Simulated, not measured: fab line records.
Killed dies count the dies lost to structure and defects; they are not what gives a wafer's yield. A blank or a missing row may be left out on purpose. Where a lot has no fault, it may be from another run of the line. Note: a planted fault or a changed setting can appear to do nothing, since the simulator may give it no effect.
Chamber matching -- flow n5 finfet -- rie diel-01 running N5_BEOL_M0_TRENCH_ETCH_107: 4 sister chambers
The step etches SiOC in C4F6/O2, target depth 32.8 nm, time 16.4 s. 8 wafers are shown with their chamber, then 7 later ones without.

WAFERS, EACH WITH ITS CHAMBER
wafer,chamber,drypump motor current A (A),rf vpp V (V)
L076.5,1,6.7,656
L077.5,1,6.8,656
L081.4,0,6.0,652
L085.2,2,5.1,675
L085.3,3,6.1,657
L085.5,0,6.0,651
L087.1,3,6.1,657
L087.2,2,5.1,673

WAFERS WITHOUT THEIR CHAMBER
wafer,drypump motor current A (A),rf vpp V (V)
L087.3,6.0,651
L087.4,6.7,654
L087.5,5.1,674
L087.6,6.8,656
L091.1,6.7,655
L091.2,6.0,650
L091.5,6.1,657

THE CHAMBER EACH PASSED THROUGH
wafer,from the rows above,in truth
L087.3,0,0
L087.4,1,1
L087.5,2,2
L087.6,1,1
L091.1,1,1
L091.2,0,0
L091.5,3,3
Placed correctly: 7 of 7. Not placeable from these rows: 0. Wrongly placed: 0.
How it was worked out, from the rows above alone: a wafer's distance from a chamber is the root of the sum, over the readings, of the square of ((its reading less the chamber's mean) divided by the reading's scatter). If the next closest chamber is less than 2 further off than the closest, the wafer can't be placed; otherwise it belongs to the closest. Each chamber's mean is taken over the wafers shown for it. The scatter: the root of (the sum of the squares of (reading less its chamber's mean) over the shown wafers, divided by (wafers less chambers)).
